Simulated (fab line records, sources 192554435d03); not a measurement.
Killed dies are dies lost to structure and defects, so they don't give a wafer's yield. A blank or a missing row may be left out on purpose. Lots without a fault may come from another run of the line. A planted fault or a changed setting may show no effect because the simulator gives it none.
Split-lot experiment | flow n5_finfet | 7 lots, 21 wafers read, on a route of 1938 steps

THE SPLIT
At N5_BEOL_M11_ILD_DEP_00 (deposits SiCOH lowk from DEMS/porogen, target thk 308.51 nm, time 58 s), the setting time_s was moved away from the recipe's 58 s on 8 of the 21 wafers read, by +5.2% to +11.3%. The other wafers ran this setting at the recipe's value.

FROM THE SPLIT TO THE READING: what the file shows between them, 1 step
- N5_BEOL_M11_CURE_71: cures SiCOH lowk, time 240 s

THE READING
M11_ILD_THK, in nm, at N5_BEOL_M11_THK_MEAS_01. Fault-free wafers of this fab line usually give 267 nm, standard deviation 3.7 nm.

wafer  | tool, chamber at the split | time_s as run, s | against the recipe | M11_ILD_THK, nm | against lot-mates on the recipe
L074.2 | pecvd-03, 0                | 58               | recipe             | 265             | -
L074.5 | pecvd-03, 1                | 58               | recipe             | 267             | -
L074.6 | pecvd-03, 0                | 58               | recipe             | 271             | -
L079.1 | pecvd-02, 0                | 62.36            | +7.5%              | 282             | no lot-mate on the recipe
L079.2 | pecvd-02, 1                | 62.36            | +7.5%              | 284             | no lot-mate on the recipe
L079.6 | pecvd-02, 2                | 62.36            | +7.5%              | 294             | no lot-mate on the recipe
L080.1 | pecvd-04, 1                | 58               | recipe             | 264             | -
L080.4 | pecvd-04, 2                | 62.01            | +6.9%              | 286             | +20
L080.5 | pecvd-04, 0                | 58               | recipe             | 269             | -
L084.1 | pecvd-04, 1                | 64.54            | +11.3%             | 296             | +33
L084.3 | pecvd-04, 0                | 58               | recipe             | 263             | -
L084.6 | pecvd-04, 2                | 64.54            | +11.3%             | 297             | +34
L088.2 | pecvd-02, 1                | 58               | recipe             | 265             | -
L088.4 | pecvd-02, 0,2              | 58               | recipe             | 271             | -
L088.5 | pecvd-02, 0,2              | 58               | recipe             | 271             | -
L087.4 | pecvd-04, 0                | 58               | recipe             | 271             | -
L087.5 | pecvd-04, 1                | 58               | recipe             | 272             | -
L087.6 | pecvd-04, 2                | 58               | recipe             | 270             | -
L091.1 | pecvd-02, 0                | 60.99            | +5.2%              | 280             | +14
L091.2 | pecvd-02, 2                | 58               | recipe             | 266             | -
L091.4 | pecvd-02, 0                | 60.99            | +5.2%              | 284             | +18
Where a row lists several chambers, the file gives one row for several wafers and doesn't say which wafer went through which chamber.

THE FIT
A straight line over all 21 wafers: M11_ILD_THK changes by +2.52 nm for each +1% of time_s; r = +0.95; the points scatter about the line by 3.4 nm.
The same after taking each lot's own level away (the mean of its wafers on the recipe; 18 wafers): +2.97 nm for each +1%; r = +0.99; scatter 2.1 nm.
On that fit, the largest move of time_s shifts the reading by 33 nm.
The lots' own levels span 263.0 to 271.0 nm, that is 2.2 times the standard deviation above.
So the lot-to-lot level changes the slope: the two fits differ.
Check: with one of the wafers moved furthest among these (+11.3%) left out of the fit, the line predicts +33.8 nm for it against its lot-mates. It came out at +33 nm against them.

OTHER SPLITS ON THESE WAFERS
These wafers also went through other splits before the reading. Each is held against what the fit with the lots' levels taken away leaves over:
other split on the same wafers | wafers away from the commonest value | r with M11_ILD_THK (lot level and that fit taken away)
N5_BEOL_M8_EXPOSE_08 dose_mj   | 5                                    | -0.17
N5_BEOL_M9_COAT_60 spin_rpm    | 7                                    | +0.24
N5_BEOL_M9_ETCH_66 time_s      | 8                                    | -0.25
N5_BEOL_M10_DEP_56 time_s      | 9                                    | -0.19

THE WHOLE CHAIN: every reading that the file lists as answering this split, in the file's order
step                    | what it does                                                           | reading                                                                                   | change (the file's fit)              | r (the file's)
N5_BEOL_M11_ILD_DEP_00  | deposits SiCOH lowk from DEMS/porogen, target thk 308.51 nm, time 58 s | SiCOH_lowk_of_BEOL_M11_ILD_DEP_00.thk_nm (the simulator's own value, which no gauge read) | +3.4 nm for each +1% of the setting  | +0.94
N5_BEOL_M11_CURE_71     | cures SiCOH lowk, time 240 s                                           | SiCOH_lowk_of_BEOL_M11_ILD_DEP_00.thk_nm (the simulator's own value, which no gauge read) | +3.01 nm for each +1% of the setting | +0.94
N5_BEOL_M11_THK_MEAS_01 |                                                                        | M11_ILD_THK                                                                               | +3 for each +1% of the setting       | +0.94

THE FILE'S OWN FIT
M11_ILD_THK changes by +3 nm for each +1% of time_s, r = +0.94.
